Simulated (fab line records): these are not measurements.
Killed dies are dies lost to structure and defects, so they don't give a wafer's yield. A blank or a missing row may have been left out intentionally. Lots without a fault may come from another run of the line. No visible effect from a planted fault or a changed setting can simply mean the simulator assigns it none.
fab line records	flow n5_finfet
record: lots: 3	wafers: 8	last_day: 16
route steps=1938 shown BEOL_M7@1299 BEOL_M8@1332 BEOL_M15@1830
lots untouched by any fault: they come from a run of this same line in which no faults occurred
start_h: the number of hours between the record's first day and the start of the first shown wafer of the lot	wait_h: time in hours since the lot's previous step	" repeats the value in the row above	L1.1+2: a row that stands for several wafers	- either no value or no given start	* or withheld: withheld	< > ~ a bound
route shown NAME@n: a module of which the file shows steps, and the number in the route of the first	usual: mean/standard deviation taken from wafers without a fault	same: alike in all rows	chamber/n: place in a boat	sites: each site's reading	_std_site: their standard deviation	_edge_site: outer sites' mean less inner sites'	radius_mm: for every site, how far away it sits from the centre of the wafer	mask NAME#n: copy n	behind: the last tool/chamber to shape the wafer	hold: why the lot was held/for how many hours/how that ended	device: the transistor (n, p or np) that didn't switch	end of line: tests run on the same wafers once the route is complete	for a step that has no rows: nothing shown but its recipe	killed: the dies lost at the first sort to structure and to defects; this is not the yield of the wafer	map: the dies of a wafer, with x for killed, . for not killed, _ for no die there
set.NAME: the setting that was run; set.NAME@STEP: the one run at that earlier step	model.NAME: the simulator's own value behind a step, which no gauge read
lots at some steps of the route; a table a step, a row a wafer
services: the hour from which a tool's chamber was out of use, counted from the record's first day as start_h (under 0 if before that day), plus the number of hours and why
== steps ==
step: N5_BEOL_M7_DESCUM_33
recipe: chemistry: O2	time_s: 7	source_power_w: 50	bias_power_w: 20	pressure_mtorr: 20	rf_frequency_hz: 2.712e+07	temp_c: 40	resist: CAR-EUV	o2_flow_sccm: 225
step: N5_BEOL_M7_ETCH_72
recipe: chemistry: N2/H2	target: underlayer	target_depth_a: 65	mask_material: CAR-EUV	time_s: 5.2	ion_energy_ev: 200	pressure_mtorr: 30	source_w: 840	bias_w: 150	n2_flow_sccm: 200	h2_flow_sccm: 200	ends: cleared
step: N5_BEOL_M7_ETCH_65
recipe: chemistry: CF4	target: SiARC	target_depth_a: 156	mask_material: CAR-EUV	time_s: 26	ion_energy_ev: 80	pressure_mtorr: 40	source_w: 545	bias_w: 36	Ar_flow_sccm: 100	cf4_flow_sccm: 100	ends: cleared
step: N5_BEOL_M7_ETCH_66
recipe: chemistry: N2/H2	target: SOC	target_depth_a: 800	overetch_a: 160	mask_material: SiARC	temp_c: 40	time_s: 120	ion_energy_ev: 200	pressure_mtorr: 30	source_w: 840	bias_w: 150	n2_flow_sccm: 200	h2_flow_sccm: 200
step: N5_BEOL_M7_STRIP_69
recipe: chemistry: N2/H2	temp_c: 40	n2_flow_sccm: 200	h2_flow_sccm: 200	rf_frequency_hz: 6e+07
step: N5_BEOL_M7_STRIP_73
recipe: chemistry: N2/H2	temp_c: 40	n2_flow_sccm: 200	h2_flow_sccm: 200	rf_frequency_hz: 6e+07
step: N5_BEOL_M7_VIA_ETCH_34
recipe: chemistry: C4F6/O2	target: SiCOH_lowk	target_depth_a: 1255	mask_material: SOC	taper_deg: 4	time_s: 50.5	ion_energy_ev: 250	pressure_mtorr: 30	source_w: 345	bias_w: 185	Ar_flow_sccm: 300	C4F6_flow_sccm: 10	O2_flow_sccm: 10
step: N5_BEOL_M7_STRIP_76
recipe: chemistry: C4F6/O2	resist: SiARC	rf_frequency_hz: 6e+07
step: N5_BEOL_M7_STRIP_36
recipe: chemistry: N2/H2	power_w: 450	temp_c: 40	pressure_mtorr: 20	rf_frequency_hz: 6e+07	overash_fraction: 0.3	bias_power_w: 7	h2_frac: 0.5	n2_flow_sccm: 200	h2_flow_sccm: 200
step: N5_BEOL_M7_TRENCH_ETCH_37
recipe: chemistry: C4F6/O2	target_depth_a: 934.78	target: SiCOH_lowk	time_s: 31.2	ion_energy_ev: 250	pressure_mtorr: 30	source_w: 345	bias_w: 185	Ar_flow_sccm: 300	C4F6_flow_sccm: 10	O2_flow_sccm: 10
usual: O2_flow_sccm: 10.002/0.029	drypump_motor_current_A: 5.6/0.3	oes_product_au: 0.78/0.086	rf_vpp_V: 668/9.6	showerhead_plenum_p_Torr: 2.87/0.059	throttle_valve_pct: 20.88/0.18
lot.wafer	tool	chamber	start_h	wait_h	O2_flow_sccm	drypump_motor_current_A	oes_product_au	rf_hours_counter_h	rf_vpp_V	showerhead_plenum_p_Torr	throttle_valve_pct	model.BEOL_M7.feature_depth_nm	model.etch.depth_nm	model.TiN_of_BEOL_M7_HM_DEP_02.thk_nm
L263.1	rie_diel-01	3	201.53	-	10.028	5.8	0.74	203	677	2.94	20.68	93.6	93.63	17.2
L263.5	"	1	"	"	10.025	6.0	0.69	-	673	2.90	21.21	92.8	92.81	17.4
L263.6	"	2	"	"	10.014	5.3	0.67	-	666	2.82	20.90	93	93.04	17.2
L280.3	rie_diel-06	3	310.07	-	9.986	5.4	0.80	116	656	2.75	20.96	94.6	94.66	17.2
L280.4	"	1	"	"	9.971	5.3	0.88	34	655	2.92	20.68	91.8	91.88	17.2
L280.5	"	3	"	"	9.999	5.3	0.80	-	654	2.75	20.95	94.4	94.45	17.2
L283.1	rie_diel-01	0	316.14	-	9.964	6.1	0.80	63	655	2.86	20.82	90.2	90.24	17.6
L283.6	"	3	"	"	10.039	5.7	0.92	-	678	2.92	20.85	136.8	136.9	16.2
step: N5_BEOL_M7_ETCH_41
recipe: chemistry: CH3F/O2	target: SiCN	target_depth_a: 319	taper_deg: 2	time_s: 57.8	ion_energy_ev: 120	mask_material: TiN	pressure_mtorr: 30	source_w: 395	bias_w: 75	Ar_flow_sccm: 150	CH3F_flow_sccm: 30	O2_flow_sccm: 20
step: N5_BEOL_M7_STRIP_80
recipe: chemistry: N2/H2	time_s: 10	power_w: 450	temp_c: 40	pressure_mtorr: 20	rf_frequency_hz: 6e+07	bias_power_w: 7	n2_flow_sccm: 200	h2_flow_sccm: 200
step: N5_BEOL_M7_OCD_MEAS_38
usual: trench_depth_nm: 93.2/1.7
lot.wafer	tool	chamber	start_h	wait_h	trench_depth_nm
L263.1	ocd-01	-	201.69	-	93.5
L263.5	"	-	"	"	92.6
L263.6	"	-	"	"	93.1
L280.3	ocd-01	-	310.23	-	94.3
L280.4	"	-	"	"	91.9
L280.5	"	-	"	"	94.9
L283.1	ocd-02	-	316.30	-	90.0
L283.6	"	-	"	"	137.6
step: N5_BEOL_M7_HM_STRIP_39
recipe: chemistry: peroxide_tin_strip	material: TiN	target_depth_a: 250	temp_c: 50	time_s: 158
step: N5_BEOL_M7_SRD_40
recipe: time_s: 30	temp_c: 23	rinse_liquid: diw	dry: ipa_marangoni
step: N5_BEOL_M7_PRECLEAN_42
recipe: chemistry: residue_remover	time_s: 60	temp_c: 40
step: N5_BEOL_M7_SRD_43
recipe: time_s: 30	temp_c: 23	rinse_liquid: diw	dry: ipa_marangoni
step: N5_BEOL_M7_CURE_75
recipe: temp_c: 370	time_s: 120	ambient: DMADMS/He	material: SiCOH_lowk
step: N5_BEOL_M7_DEGAS_44
recipe: ambient: vacuum	temp_c: 250	time_s: 60
step: N5_BEOL_M7_PRE_CLEAN_45
recipe: gas: H2/He	time_s: 30	temp_c: 250
step: N5_BEOL_M7_ALD_77
recipe: material: TaN	target_thk_a: 20	temp_c: 275	ald_precursor_family: PDMAT	ald_co_reactant: NH3	pressure_torr: 3	carrier_flow_sccm: 1500	pulse_time_s: 2	purge_time_s: 3	co_reactant_purge_time_s: 2	co_reactant_pulse_time_s: 3	ald_cycles: 40	precursor_vessel_temp_c: 75	precursor_vessel_pressure_torr: 26.25	precursor_vessel_carrier_sccm: 1000
step: N5_BEOL_M7_SURFACE_TREAT_79
recipe: gas: Ar	time_s: *	ion_energy_ev: *	ion_current_ma_cm2: 0.5	pressure_mtorr: *	ar_flow_sccm: 30
step: N5_BEOL_M7_CVD_78
recipe: material: Co	target_thk_a: 20	temp_c: withheld	precursor: CCTBA/H2	pressure_torr: 30	time_s: 142.3
step: N5_BEOL_M7_SPUTTER_48
recipe: material: Cu	target_thk_a: 100	temp_c: -20	bias_v: 60	power_w: 26000	chamber_pressure_pa: 0.13	time_s: 1.667
step: N5_BEOL_M7_ECD_50
recipe: material: Cu	target_thk_a: 3000
step: N5_BEOL_M7_ANNEAL_51
recipe: temp_c: 225	time_s: 90	ambient: N2
step: N5_BEOL_M7_CMP_52
recipe: stop_on: SiCOH_lowk	t_overpolish_s: 6.9	down_force_psi: 1	platen_rpm: 50	clearing_platen_down_force_psi: 1.5	clearing_platen_rpm: 50	post_cmp_clean: cu_alkaline	target_thk_nm: 80	clearing_platen_pad_velocity_m_s: 0.99484	pad_velocity_m_s: 0.99484
usual: motor_current_A: 5.9/0.7
lot.wafer	tool	chamber	start_h	wait_h	motor_current_A	model.Cu_of_BEOL_M7_ECD_50.thk_nm
L263.1	cmp-01	0	205.21	0.3	6.2	79.8
L263.5	"	2	"	"	5.4	80.8
L263.6	"	3	"	"	6.7	79.8
L280.3	cmp-04	1	312.43	0.2	5.9	79.6
L280.4	"	2	"	"	5.1	77
L280.5	"	0	"	"	6.3	80.4
L283.1	cmp-04	1	318.42	0.3	5.9	75
L283.6	"	3	"	"	6.1	122.4
step: N5_BEOL_M7_THK_MEAS_53
recipe: thk_meas_gauge: xrf	reads: Cu_of_BEOL_M7_ECD_50
usual: M7_THK: 77.8/2.1
lot.wafer	tool	chamber	start_h	wait_h	M7_THK[nm]
L263.1	film_metro-02	-	205.43	-	77.9
L263.5	"	-	"	"	79.2
L263.6	"	-	"	"	78.0
L280.3	film_metro-02	-	312.69	-	78.1
L280.4	"	-	"	"	75.2
L280.5	"	-	"	"	78.8
L283.1	film_metro-01	-	318.64	-	73.5
L283.6	"	-	"	"	120.3
step: N5_BEOL_M7_PRE_CLEAN_55
recipe: gas: NH3	time_s: 15	temp_c: withheld	rf_power_w: 300
step: N5_BEOL_M7_DEP_56
recipe: material: SiCN	target_thk_a: 100	temp_c: withheld	precursor: 3MS/NH3	pressure_torr: 3	rf_w: 202	time_s: 17.5
step: N5_BEOL_M7_RS_MEAS_57
recipe: thk_meas_gauge: four-point-probe	reads: Cu_of_BEOL_M7_ECD_50+Co_of_BEOL_M7_CVD_78+TaN_of_BEOL_M7_ALD_77
usual: M7_RS: 0.289/0.0091
lot.wafer	tool	chamber	start_h	wait_h	M7_RS[ohm/sq]
L263.1	film_metro-02	-	205.56	0.1	0.287
L263.5	"	-	"	"	0.283
L263.6	"	-	"	"	0.287
L280.3	film_metro-01	-	312.82	0.1	0.288
L280.4	"	-	"	"	0.300
L280.5	"	-	"	"	0.285
L283.1	film_metro-01	-	318.80	0.1	0.309
L283.6	"	-	"	"	0.176
step: N5_BEOL_M8_ILD_DEP_00
recipe: material: SiCOH_lowk	target_thk_a: 1797.5	temp_c: 300	precursor: DEMS/porogen	pressure_torr: 5	rf_w: 500	time_s: 33.4
step: N5_BEOL_M8_CURE_74
recipe: temp_c: 385	time_s: 240	ambient: He/Ar	material: SiCOH_lowk
step: N5_BEOL_M8_PECVD_70
recipe: material: SiO2	target_thk_a: 200	temp_c: 400	precursor: TEOS/O2	pressure_torr: 5.5	rf_w: 450	teos_flow_sccm: 53.8	gas: O2	flow_sccm: 3000	time_s: 22.7
step: N5_BEOL_M8_HM_DEP_02
recipe: material: TiN	target_thk_a: 200	temp_c: 25	chamber_pressure_pa: 0.49996
step: N5_BEOL_M8_COAT_59
recipe: resist: SOC	temp_c: 250	time_s: 60	spin_rpm: 1500	resist_thk_nm: 100
step: N5_BEOL_M15_RC_MEAS_101
usual: COMB_M10: 1.43e-11/2.7e-12	COMB_M11: 1.45e-11/3e-12	COMB_M12: 6.5e-12/1.4e-12	COMB_M13: 5.1e-12/9.9e-13	COMB_M14: 3.9e-12/9.6e-13	COMB_M15: 2.6e-12/6.6e-13	COMB_M15_max_site: 3.7e-12/1e-12	COMB_M5: 3.6e-11/7.6e-12	COMB_M6: 2.6e-11/5.4e-12	COMB_M8: 2.5e-11/4.9e-12	COMB_M9: 1.5e-11/2.9e-12	SERP_M10: 3.09/0.072	SERP_M11: 3.09/0.1	SERP_M12: 0.636/0.017	SERP_M13: 0.311/0.0063	SERP_M14: 0.162/0.0032	SERP_M14_max_site: 0.164/0.0033	SERP_M5: 39.0/1.6	SERP_M6: 13.8/0.53	SERP_M7: 14.0/0.63	SERP_M7_max_site: 14.5/0.71	SERP_M8: 13.6/0.54	SERP_M9: 3.11/0.086
lot.wafer	tool	chamber	start_h	wait_h	COMB_M10[S/m]	COMB_M11[S/m]	COMB_M12[S/m]	COMB_M13[S/m]	COMB_M14[S/m]	COMB_M15[S/m]	COMB_M15_max_site[S/m]	COMB_M5[S/m]	COMB_M6[S/m]	COMB_M8[S/m]	COMB_M9[S/m]	SERP_M10[ohm/um]	SERP_M11[ohm/um]	SERP_M12[ohm/um]	SERP_M13[ohm/um]	SERP_M14[ohm/um]	SERP_M14_max_site[ohm/um]	SERP_M5[ohm/um]	SERP_M6[ohm/um]	SERP_M7[ohm/um]	SERP_M7_max_site[ohm/um]	SERP_M8[ohm/um]	SERP_M9[ohm/um]
L263.1	prober-01	0	258.61	0.0	1.38e-11	1.55e-11	6e-12	6.4e-12	4e-12	4e-12	4.8e-12	4.8e-11	2.2e-11	2.7e-11	1.94e-11	3.01	3.25	0.623	0.311	0.161	0.163	39.1	12.8	13.8	14.5	13.2	3.05
L263.5	"	0	"	"	1.19e-11	1.11e-11	7.4e-12	4.9e-12	5.3e-12	3e-12	4.1e-12	3.3e-11	1.4e-11	2e-11	1.55e-11	3.10	3.28	0.614	0.311	0.159	0.161	37.8	13.6	14.2	14.5	13.8	3.12
L263.6	"	0	"	"	1.44e-11	1.14e-11	6.3e-12	5e-12	6.8e-12	3.3e-12	4.6e-12	3.2e-11	1.6e-11	2.4e-11	1.85e-11	2.96	3.14	0.626	0.318	0.162	0.164	39.2	13.3	13.6	14.0	13.1	3.02
L280.3	prober-02	0	363.67	0.3	1.7e-11	1.43e-11	7.5e-12	5.7e-12	3.3e-12	2.4e-12	3.8e-12	2e-11	3.3e-11	2.6e-11	1.89e-11	3.03	3.13	0.654	0.311	0.164	0.166	37.0	14.2	13.4	14.2	13.6	3.12
L280.4	"	0	"	"	1.22e-11	1.67e-11	5.2e-12	4.6e-12	3.3e-12	3.1e-12	3.9e-12	3.6e-11	4.2e-11	2.6e-11	1.65e-11	3.10	3.11	0.627	0.316	0.164	0.167	38.9	13.1	14.7	15.9	13.5	3.14
L280.5	"	0	"	"	1.59e-11	1.34e-11	5.7e-12	4e-12	3.4e-12	2.2e-12	3.2e-12	2.8e-11	3.9e-11	2.2e-11	1.48e-11	3.09	3.28	0.666	0.316	0.163	0.165	38.6	13.3	13.0	13.5	13.9	3.09
L283.1	prober-01	0	377.04	0.0	1.31e-11	1.68e-11	6.4e-12	5.6e-12	3.1e-12	2.4e-12	3.5e-12	4.8e-11	2.8e-11	3.2e-11	1.7e-11	3.09	3.05	0.634	0.314	0.163	0.164	38.3	13.9	14.9	15.5	13.4	3.12
L283.6	"	0	"	"	1.42e-11	1.69e-11	6.3e-12	4.2e-12	3.4e-12	4.6e-12	7.1e-12	3.1e-11	2.6e-11	3.4e-11	1.48e-11	3.05	3.18	0.633	0.313	0.161	0.162	37.1	13.3	8.6	8.9	14.1	3.14
sites SERP_M7 radius_mm=0,75,75,75,75,140,140,140,140
L263.1 13.7 14.5 14.0 13.8 13.8 13.9 13.2 13.5 13.7
L280.3 12.9 13.0 13.4 13.3 13.2 13.5 13.9 14.2 13.8
L283.1 14.9 15.4 15.1 14.9 15.2 14.8 14.9 15.5 14.8
== services ==
tool	chamber	start_h	hours	kind
cmp-04	-	193.84	4.0	pm
rie_diel-06	2	194.15	4.6	repair
cmp-01	-	196.87	1.1	repair
cmp-04	-	197.84	-	consumable_replace:conditioner
cmp-04	-	197.84	-	consumable_replace:pad
cmp-04	-	210.32	21.3	pm
cmp-01	-	216.71	2.7	repair
cmp-01	-	228.63	4.0	pm
cmp-01	-	232.63	-	consumable_replace:conditioner
rie_diel-01	1	239.29	-	clean
rie_diel-01	1	239.29	-	consumable_replace:focus_ring
rie_diel-01	1	239.29	17.8	scheduled_down
rie_diel-01	1	239.29	17.8	vent_cycle
cmp-01	-	249.01	5.0	pm
cmp-04	-	249.41	4.6	pm
rie_diel-01	2	257.19	-	clean
rie_diel-01	2	257.19	-	consumable_replace:focus_ring
rie_diel-01	2	257.19	19.0	scheduled_down
rie_diel-01	2	257.19	19.0	vent_cycle
cmp-01	-	258.07	4.0	repair
rie_diel-06	0	274.36	3.1	repair
cmp-04	-	293.47	3.0	repair
rie_diel-06	3	294.02	4.3	repair
cmp-04	-	297.69	3.6	repair
== key ==
first_sign: step: N5_BEOL_M7_OCD_MEAS_38	reading: trench_depth_nm	direction: up	sigmas: 26	usual: 93.2	struck: 137.6
effect: step: N5_BEOL_M7_THK_MEAS_53	reading: M7_THK	direction: up	sigmas: 20	usual: 77.8	struck: 120.3
effect: step: N5_BEOL_M7_RS_MEAS_57	reading: M7_RS	direction: down	sigmas: 12	usual: 0.289	struck: 0.176
effect: step: N5_BEOL_M15_RC_MEAS_101	reading: SERP_M7	direction: down	sigmas: 8.6	usual: 14.0	struck: 8.6
model_effect: step: N5_BEOL_M7_TRENCH_ETCH_37	value: BEOL_M7.feature_depth_nm	without: 92.8	struck: 136.8
model_effect: step: N5_BEOL_M7_CMP_52	value: Cu_of_BEOL_M7_ECD_50.thk_nm	without: 78.4	struck: 122.4
met_at N5_BEOL_M7_TRENCH_ETCH_37
struck_wafers L283.6
onset_between 201.53 316.14
fault: kind: process_parameter_drift	tool: rie_diel-01	chamber: -	onset_h: 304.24	steps: N5_BEOL_M7_TRENCH_ETCH_37	channel: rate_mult	offset: 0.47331	shape: step	end_h: 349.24	scope: struck_wafers_only
